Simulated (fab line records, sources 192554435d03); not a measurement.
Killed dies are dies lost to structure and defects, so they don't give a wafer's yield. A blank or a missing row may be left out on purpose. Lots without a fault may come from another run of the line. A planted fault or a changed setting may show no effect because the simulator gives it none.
Which tool did it? | flow n5_finfet | 12 lots, 36 wafers sampled, at 5 steps of a route of 1938

WHAT THE GAUGES READ, wafer by wafer
N5_HKMG_FIN_INSPECT_28: inspects for defects (darkfield).
lot  | measured     | on                | raw_defect_count
L075 | day 4 13:50  | defect_inspect-01 | 21 13 27
L077 | day 5 01:02  | defect_inspect-02 | 71 43 43
L079 | day 5 13:21  | defect_inspect-02 | 54 55 41
L081 | day 6 01:19  | defect_inspect-01 | 45 68 63
L083 | day 6 15:44  | defect_inspect-01 | 21 41 25
L085 | day 7 03:27  | defect_inspect-02 | 39 58 43
L087 | day 7 14:31  | defect_inspect-02 | 49 81 44
L089 | day 8 04:13  | defect_inspect-01 | 43 42 44
L091 | day 8 12:13  | defect_inspect-02 | 29 32 43
L093 | day 9 03:08  | defect_inspect-01 | 36 30 26
L095 | day 9 15:18  | defect_inspect-01 | 37 37 48
L097 | day 10 04:21 | defect_inspect-01 | 23 39 41

WHICH TOOL RAN EACH LOT (tool, then ch and the chambers of the sampled wafers, then the start)
lot  | N5_HKMG_FIN_STRIP_60                | N5_HKMG_FIN_ALD_91                 | N5_HKMG_FIN_STRIP_88                 | N5_HKMG_FIN_W_FILL_22
L075 | plasma_asher-02 ch 0,1, day 4 05:50 | ald_metal-04 ch 1,2,3, day 4 10:23 | plasma_asher-01 ch 0,1, day 4 10:58  | cvd_w-02 ch 0,1, day 4 13:01
L077 | plasma_asher-01 ch 0,1, day 4 17:53 | ald_metal-04 ch 0,2,3, day 4 21:33 | plasma_asher-02 ch 0,1, day 4 22:13  | cvd_w-01 ch 0,1, day 5 00:13
L079 | plasma_asher-02 ch 0,1, day 5 06:09 | ald_metal-01 ch 2,3, day 5 09:50   | plasma_asher-01 ch 0,1, day 5 10:31  | cvd_w-01 ch 0,1, day 5 12:30
L081 | plasma_asher-02 ch 0,1, day 5 17:59 | ald_metal-04 ch 2,3, day 5 21:52   | plasma_asher-02 ch 0,1, day 5 22:31  | cvd_w-01 ch 0,1, day 6 00:30
L083 | plasma_asher-02 ch 0,1, day 6 08:51 | ald_metal-04 ch 0,1,3, day 6 12:19 | plasma_asher-01 ch 1, day 6 12:55    | cvd_w-01 ch 0,1, day 6 14:55
L085 | plasma_asher-01 ch 0,1, day 6 20:28 | ald_metal-01 ch 0,2,3, day 7 00:03 | plasma_asher-01 ch 0,1, day 7 00:38  | cvd_w-01 ch 0,1, day 7 02:38
L087 | plasma_asher-01 ch 0,1, day 7 07:19 | ald_metal-03 ch 0,2,3, day 7 11:04 | plasma_asher-02 ch 1, day 7 11:40    | cvd_w-01 ch 0,1, day 7 13:41
L089 | plasma_asher-01 ch 0,1, day 7 21:11 | ald_metal-01 ch 0,2,3, day 8 00:40 | plasma_asher-02 ch 0,1, day 8 01:16  | cvd_w-01 ch 0,1, day 8 03:23
L091 | plasma_asher-02 ch 0,1, day 8 05:04 | ald_metal-04 ch 0,1,2, day 8 08:36 | plasma_asher-01 ch 0,1, day 8 09:11  | cvd_w-02 ch 1, day 8 11:23
L093 | plasma_asher-01 ch 0,1, day 8 20:04 | ald_metal-03 ch 1,2, day 8 23:26   | plasma_asher-01 ch 0,1, day 9 00:12  | cvd_w-02 ch 0,1, day 9 02:07
L095 | plasma_asher-02 ch 0,1, day 9 08:24 | ald_metal-03 ch 1,2,3, day 9 11:53 | plasma_asher-01 ch 0,1, day 9 12:29  | cvd_w-02 ch 0,1, day 9 14:29
L097 | plasma_asher-01 ch 0,1, day 9 21:04 | ald_metal-01 ch 0,1, day 10 00:33  | plasma_asher-02 ch 0,1, day 10 01:16 | cvd_w-01 ch 0,1, day 10 03:32
- N5_HKMG_FIN_STRIP_60: strips in N2/H2, time 360 s.
- N5_HKMG_FIN_ALD_91: deposits TiN, target thk 1 nm, pulse time 1 s, purge time 3 s.
- N5_HKMG_FIN_STRIP_88: strips in N2/H2, time 360 s.
- N5_HKMG_FIN_W_FILL_22: material W, target thk 60 nm, time 18.2 s.

THE ANSWER, worked out from the rows above alone
Rule: what is usual is taken from the lots themselves. Put in order of their means at a reading, lots are off if they are a third of the lots or fewer, leave a main group of 4 or more, and stand apart from it by a gap of 3 or more times the standard deviation of the main group's means; of several such gaps the widest counts. A main group whose means are all the same, to the digits that the tables above print for the reading, isn't used. A lot without any number at a reading at which 4 lots or more have one is off too. The other lots that the step has rows for count as sound.
No lot is off at any reading shown: from this, nothing can be told.

WHAT THE SIMULATOR HAD PUT IN
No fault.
